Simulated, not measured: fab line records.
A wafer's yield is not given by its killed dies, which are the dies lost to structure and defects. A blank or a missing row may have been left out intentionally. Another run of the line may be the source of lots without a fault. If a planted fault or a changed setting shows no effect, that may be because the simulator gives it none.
Which tool was responsible? | flow n5_finfet | 9 lots, 27 wafers sampled, at 6 steps of a route of 1938

## WHAT THE GAUGES READ, wafer by wafer
N5_PMOS_HMC_CHANNEL_EPI_OVL_MEAS_10.
lot  | measured    | on         | PMOS_HMC_BLK_OVL (nm)
L571 | day 1 17:10 | overlay-01 | -0.2 0.0 1.2
L577 | day 3 05:29 | overlay-02 | -0.6 0.3 -0.2
L580 | day 4 00:06 | overlay-02 | 0.8 0.3 -0.3
L583 | day 4 17:49 | overlay-02 | -0.2 -0.4 -1.5
L584 | day 4 23:46 | overlay-02 | 1.4 0.8 0.8
L586 | day 5 10:54 | overlay-01 | 0.0 0.5 -0.3
L591 | day 6 19:14 | overlay-01 | 0.9 0.7 -0.1
L593 | day 7 05:16 | overlay-02 | 0.0 -0.2 0.6
L594 | day 7 11:31 | overlay-01 | 1.4 0.9 1.9

N5_PMOS_HMC_CHANNEL_EPI_THK_MEAS_22.
lot  | measured    | on            | HMC_CMP_THK (nm)
L571 | day 1 20:41 | film_metro-01 | 54.8 54.4 51.7
L577 | day 3 07:49 | film_metro-02 | 53.4 53.2 54.5
L580 | day 4 02:31 | film_metro-02 | 52.4 53.4 52.0
L583 | day 4 20:49 | film_metro-02 | 53.6 53.6 54.4
L584 | day 5 03:22 | film_metro-02 | 52.6 53.5 55.0
L586 | day 5 15:05 | film_metro-02 | 54.8 51.9 59.9
L591 | day 6 21:34 | film_metro-02 | 53.8 54.6 54.1
L593 | day 7 07:51 | film_metro-01 | 53.9 55.3 53.6
L594 | day 7 13:50 | film_metro-02 | 53.1 53.3 54.4

N5_BEOL_M4_RC_MEAS_101.
lot  | measured     | on        | CJ_P           | DIBL_N (mV/V)  | DIBL_P (mV/V)  | IOFF_N (nA/um) | IOFF_P (nA/um) | IOFF_P_85C (nA/um) | IOFF_P_LONG (nA/um)        | ION_N (uA/um) | ION_P (uA/um) | SS_N (mV/dec)  | SS_P (mV/dec)  | VT_N (mV)   | VT_P (mV)
L571 | day 8 14:59  | prober-02 | 5.42 5.59 6.18 | 31.8 33.0 34.4 | 34.0 34.7 37.4 | 0.12 0.13 0.16 | 0.17 0.17 0.20 | 2.9 3.0 3.5        | 0.000102 0.000103 0.000116 | 671 659 675   | 462 450 461   | 71.2 70.6 70.9 | 72.4 72.4 73.5 | 252 254 250 | -250.3 -253.8 -249.8
L577 | day 9 09:58  | prober-02 | 5.72 5.95 5.57 | 37.3 36.1 35.4 | 35.9 35.1 33.9 | 0.20 0.18 0.17 | 0.24 0.24 0.21 | 4.0 4.1 3.7        | 0.000111 0.000118 0.000112 | 665 679 689   | 450 467 470   | 71.8 71.3 71.3 | 73.2 73.1 73.8 | 244 249 246 | -250.3 -250.9 -248.8
L580 | day 10 13:35 | prober-02 | 6.12 5.84 6.03 | 37.6 36.0 33.6 | 38.5 36.5 33.9 | 0.18 0.15 0.11 | 0.23 0.19 0.16 | 3.8 3.4 2.8        | 0.000109 0.000103 0.000108 | 675 680 664   | 461 461 451   | 72.6 71.7 70.6 | 74.5 73.3 72.6 | 248 249 255 | -248.7 -250.3 -253.8
L583 | day 11 17:28 | prober-01 | 5.83 5.86 5.72 | 38.3 39.4 38.6 | 36.8 37.8 37.5 | 0.19 0.24 0.21 | 0.25 0.27 0.27 | 4.3 4.5 4.4        | 0.000112 0.000113 0.000109 | 684 693 680   | 464 465 462   | 71.7 72.8 72.3 | 74.4 74.5 74.3 | 245 243 247 | -248.6 -247.5 -247.8
L584 | day 11 19:24 | prober-01 | 6.01 5.86 5.65 | 36.3 37.4 37.3 | 36.2 36.3 38.8 | 0.16 0.19 0.20 | 0.20 0.21 0.25 | 3.6 3.7 4.3        | 0.000107 0.000102 9.9e-05  | 663 652 669   | 448 446 463   | 71.8 73.3 72.6 | 73.1 73.4 73.4 | 250 250 247 | -252.3 -249.7 -246.2
L586 | day 11 23:17 | prober-01 | 5.70 6.12 3.26 | 35.6 36.9 33.8 | 38.7 39.1 51.3 | 0.16 0.17 0.12 | 0.20 0.21 1.21 | 3.5 3.6 15.7       | 9.7e-05 0.000105 7.5e-05   | 675 672 659   | 459 456 430   | 71.5 71.8 71.3 | 74.3 74.2 89.6 | 250 250 255 | -251.6 -252.3 -255.6
L591 | day 13 10:04 | prober-02 | 5.80 5.57 5.87 | 36.7 38.1 38.2 | 36.8 38.8 38.9 | 0.15 0.17 0.17 | 0.20 0.22 0.23 | 3.3 3.7 3.8        | 9.2e-05 9e-05 9.6e-05      | 670 671 678   | 454 458 458   | 71.4 71.5 72.2 | 73.5 73.9 73.0 | 253 248 249 | -255.1 -251.8 -251.8
L593 | day 13 21:25 | prober-01 | 5.70 5.46 5.88 | 38.1 37.5 37.7 | 41.2 39.5 39.4 | 0.24 0.21 0.21 | 0.30 0.26 0.26 | 4.9 4.5 4.4        | 0.000109 0.000105 0.00011  | 691 684 661   | 474 467 449   | 72.1 71.8 72.3 | 73.9 74.3 74.0 | 243 248 247 | -243.0 -246.6 -245.4
L594 | day 14 20:04 | prober-01 | 6.02 5.95 5.78 | 38.1 39.1 38.8 | 40.2 40.6 41.3 | 0.19 0.22 0.21 | 0.21 0.23 0.23 | 3.7 4.0 4.0        | 8.9e-05 8.9e-05 8.8e-05    | 671 682 675   | 457 457 456   | 71.6 72.8 72.4 | 75.2 74.2 74.7 | 249 246 248 | -250.8 -251.5 -248.9

## TOOL THAT RAN EACH LOT (tool first, then ch and the chambers of the sampled wafers, then the start)
lot  | N5_PMOS_HMC_CHANNEL_EPI_ETCH_38 | N5_PMOS_HMC_CHANNEL_EPI_FIN_RECESS_16 | N5_PMOS_HMC_CHANNEL_EPI_EPI_26
L571 | rie_si-06 ch 2,3, day 1 17:55   | rie_si-06 ch 2,3, day 1 17:56         | epi_rpcvd-04 ch 0, day 1 20:51
L577 | rie_si-01 ch 0,1,3, day 3 05:59 | rie_si-01 ch 0,1,3, day 3 06:01       | epi_rpcvd-03 ch 0, day 3 08:01
L580 | rie_si-04 ch 0,3, day 4 00:42   | rie_si-04 ch 0,3, day 4 00:43         | epi_rpcvd-03 ch 0, day 4 02:42
L583 | rie_si-01 ch 0,1,2, day 4 18:36 | rie_si-01 ch 0,1,2, day 4 18:37       | epi_rpcvd-01 ch 0, day 4 21:04
L584 | rie_si-06 ch 0,2,3, day 5 01:31 | rie_si-06 ch 0,2,3, day 5 01:32       | epi_rpcvd-03 ch 0, day 5 03:34
L586 | rie_si-06 ch 1,2,3, day 5 11:37 | rie_si-06 ch 1,2,3, day 5 11:38       | epi_rpcvd-04 ch 0, day 5 15:11
L591 | rie_si-04 ch 1,3, day 6 19:44   | rie_si-04 ch 1,3, day 6 19:46         | epi_rpcvd-03 ch 0, day 6 21:48
L593 | rie_si-01 ch 0,1,2, day 7 06:02 | rie_si-01 ch 0,1,2, day 7 06:03       | epi_rpcvd-04 ch 0, day 7 08:01
L594 | rie_si-04 ch 0,2,3, day 7 12:01 | rie_si-04 ch 0,2,3, day 7 12:02       | epi_rpcvd-03 ch 0, day 7 13:57
- N5_PMOS_HMC_CHANNEL_EPI_ETCH_38: etches SiO2 in CF4, target depth 1.5 nm.
- N5_PMOS_HMC_CHANNEL_EPI_FIN_RECESS_16: chemistry HBr/Cl2, target Si, target depth 54 nm, time 18 s.
- N5_PMOS_HMC_CHANNEL_EPI_EPI_26: deposits Si from SiH4/H2, target thk 3.8 nm, time 22.7 s.

## WHAT THE TOOLS THEMSELVES READ (means of the sampled wafers that have a number; where no wafer has one, the mark that the record gives instead)
N5_PMOS_HMC_CHANNEL_EPI_ETCH_38.
lot  | tool      | chamber_pressure_mTorr (mTorr) | drypump_motor_current_A (A) | oes_product_au (a.u.) | throttle_valve_pct (%)
L571 | rie_si-06 | 9.991                          | 5.3                         | 1.007                 | 21.3
L577 | rie_si-01 | 9.999                          | 6.0                         | 0.976                 | 21.7
L580 | rie_si-04 | 9.995                          | 5.8                         | 0.991                 | 22.0
L583 | rie_si-01 | 9.999                          | 6.0                         | 0.996                 | 21.7
L584 | rie_si-06 | 9.990                          | 5.6                         | 0.980                 | 21.5
L586 | rie_si-06 | 9.997                          | 5.6                         | 0.998                 | 21.6
L591 | rie_si-04 | 9.998                          | 6.1                         | 1.011                 | 22.1
L593 | rie_si-01 | 9.994                          | 6.0                         | 1.000                 | 21.7
L594 | rie_si-04 | 10.003                         | 5.8                         | 0.987                 | 21.9

N5_PMOS_HMC_CHANNEL_EPI_FIN_RECESS_16.
lot  | tool      | chamber_pressure_mTorr (mTorr) | drypump_motor_current_A (A) | oes_product_au (a.u.) | throttle_valve_pct (%)
L571 | rie_si-06 | 9.996                          | 5.3                         | 0.999                 | 35.1
L577 | rie_si-01 | 10.010                         | 6.0                         | 0.980                 | 35.3
L580 | rie_si-04 | 9.990                          | 5.8                         | 0.990                 | 35.8
L583 | rie_si-01 | 10.009                         | 6.0                         | 0.999                 | 35.4
L584 | rie_si-06 | 9.997                          | 5.6                         | 0.989                 | 35.3
L586 | rie_si-06 | 9.995                          | 5.6                         | 0.996                 | 35.3
L591 | rie_si-04 | 9.998                          | 6.1                         | 1.000                 | 36.0
L593 | rie_si-01 | 9.996                          | 6.0                         | 0.999                 | 35.4
L594 | rie_si-04 | 10.000                         | 5.8                         | 0.991                 | 35.8

N5_PMOS_HMC_CHANNEL_EPI_EPI_26.
lot  | tool         | throttle_valve_pct (%)
L571 | epi_rpcvd-04 | 11.67
L577 | epi_rpcvd-03 | 11.90
L580 | epi_rpcvd-03 | 12.04
L583 | epi_rpcvd-01 | 11.46
L584 | epi_rpcvd-03 | 11.94
L586 | epi_rpcvd-04 | 11.81
L591 | epi_rpcvd-03 | 12.01
L593 | epi_rpcvd-04 | 11.57
L594 | epi_rpcvd-03 | 12.14

## THE ANSWER, worked out from the rows above alone
Rule: what is usual is taken from the lots themselves. The widest of any qualifying gaps counts: lots, ordered by their means at a reading, are off when they make up no more than a third of the lots, leave a main group of 4 or more, and stand apart from it by 3 or more times the standard deviation of that group's means. If all means in a main group match to the digits the tables above print for the reading, that group is not used. A lot without any number at a reading at which 4 lots or more have one is off too. All remaining lots with rows at the step are treated as sound. Order of review: gauges by route order, followed by the tools' own readings, for which a lot's mean as printed above is used. At the first step where some lot is off, the reading lying furthest off is the one used; lots without a number count as furthest.
Off: at N5_BEOL_M4_RC_MEAS_101 (IOFF_P), L586. The main group: mean 0.23 nA/um, standard deviation 0.029.
A tool fits if, at a process step before that reading, it ran every lot that is off, and no sound lot after the first of them. Those tools and the gauges at N5_BEOL_M4_RC_MEAS_101 are tried in the same way. One fits: rie_si-06 at N5_PMOS_HMC_CHANNEL_EPI_ETCH_38 and N5_PMOS_HMC_CHANNEL_EPI_FIN_RECESS_16. At N5_PMOS_HMC_CHANNEL_EPI_ETCH_38 its last sound lot is L584 (day 5 01:31), its first lot that is off L586 (day 5 11:37): a fault that began between those two fits.

## WHAT WAS PUT IN BY THE SIMULATOR
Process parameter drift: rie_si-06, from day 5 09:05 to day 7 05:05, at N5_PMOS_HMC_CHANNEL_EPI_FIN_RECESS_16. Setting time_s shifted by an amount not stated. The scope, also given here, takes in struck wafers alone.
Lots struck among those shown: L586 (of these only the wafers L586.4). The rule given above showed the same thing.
